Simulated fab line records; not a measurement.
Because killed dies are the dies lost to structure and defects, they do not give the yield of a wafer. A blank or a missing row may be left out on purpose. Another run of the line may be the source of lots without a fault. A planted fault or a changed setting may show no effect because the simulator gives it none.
Chamber matching | flow n5 finfet | N5_MIM_TOP_ETCH_PECVD_03 on pecvd-04 has 3 sister chambers
The step deposits SiNx from SiH4/NH3/N2, target thk 20 nm, time 17.6 s. 16 wafers are shown with their chamber, then 8 later ones without.

EACH WAFER AND ITS CHAMBER
wafer  | chamber | throttle valve pct (%) | heater power w (W) | heater power outer w (W)
L074.4 | 2       | 37.2                   | 902                | 560
L074.5 | 0       | 38.3                   | 770                | 467
L074.6 | 1       | 40.4                   | 743                | 420
L087.1 | 2       | 37.6                   | 914                | 592
L087.3 | 1       | 40.5                   | 743                | 423
L087.6 | 1       | 40.5                   | 732                | 424
L085.4 | 2       | 37.3                   | 919                | 589
L085.5 | 1       | 40.4                   | 672                | 382
L085.6 | 0       | 38.4                   | 745                | 438
L092.1 | 2       | 37.5                   | 905                | 556
L092.2 | 1       | 40.3                   | 710                | 411
L092.5 | 2       | 37.6                   | 899                | 563
L090.2 | 2       | 37.7                   | 909                | 560
L090.3 | 0       | 37.9                   | 776                | 470
L090.4 | 2       | 37.7                   | 902                | 575
L095.2 | 1       | 40.4                   | 734                | 451

SIGNATURES (means of the wafers above)
reading              | chamber 0 | chamber 1 | chamber 2 | scatter within a chamber
throttle valve pct   | 38.200    | 40.417    | 37.514    | 0.175
heater power w       | 763.67    | 722.33    | 907.14    | 18.9
heater power outer w | 458.33    | 418.50    | 570.71    | 18.5
Rule: for each reading, subtract the chamber's mean from the wafer's reading, divide by that reading's scatter and square the result; add these up over the readings and take the root, which gives the wafer's distance from the chamber. The wafer belongs to the nearest chamber; if the next one is less than 2 further off, it can't be placed. How the scatter is found: for the shown wafers, subtract from each reading the mean of its chamber, square and add these, divide the total by (wafers less chambers), then take the root.

WAFERS WITHOUT THEIR CHAMBER
wafer  | throttle valve pct (%) | heater power w (W) | heater power outer w (W)
L095.3 | 37.9                   | 848                | 546
L095.6 | 38.3                   | 676                | 420
L096.3 | 37.4                   | 891                | 569
L096.4 | 37.7                   | 889                | 572
L096.6 | 40.3                   | 730                | 428
L097.3 | 40.5                   | 725                | 413
L097.4 | 40.4                   | 704                | 425
L097.5 | 37.7                   | 827                | 508

WHICH CHAMBER EACH WENT THROUGH
wafer  | from the rows above     | in truth
L095.3 | 2                       | 2
L095.6 | 0                       | 0
L096.3 | 2                       | 2
L096.4 | 2                       | 2
L096.6 | 1                       | 1
L097.3 | 1                       | 1
L097.4 | 1                       | 1
L097.5 | can't be placed: 0 or 2 | 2
Correctly placed: 7 of 8. Cannot be placed on the basis of these rows: 1; the candidates contain the true chamber in 1. Wrongly placed: 0.
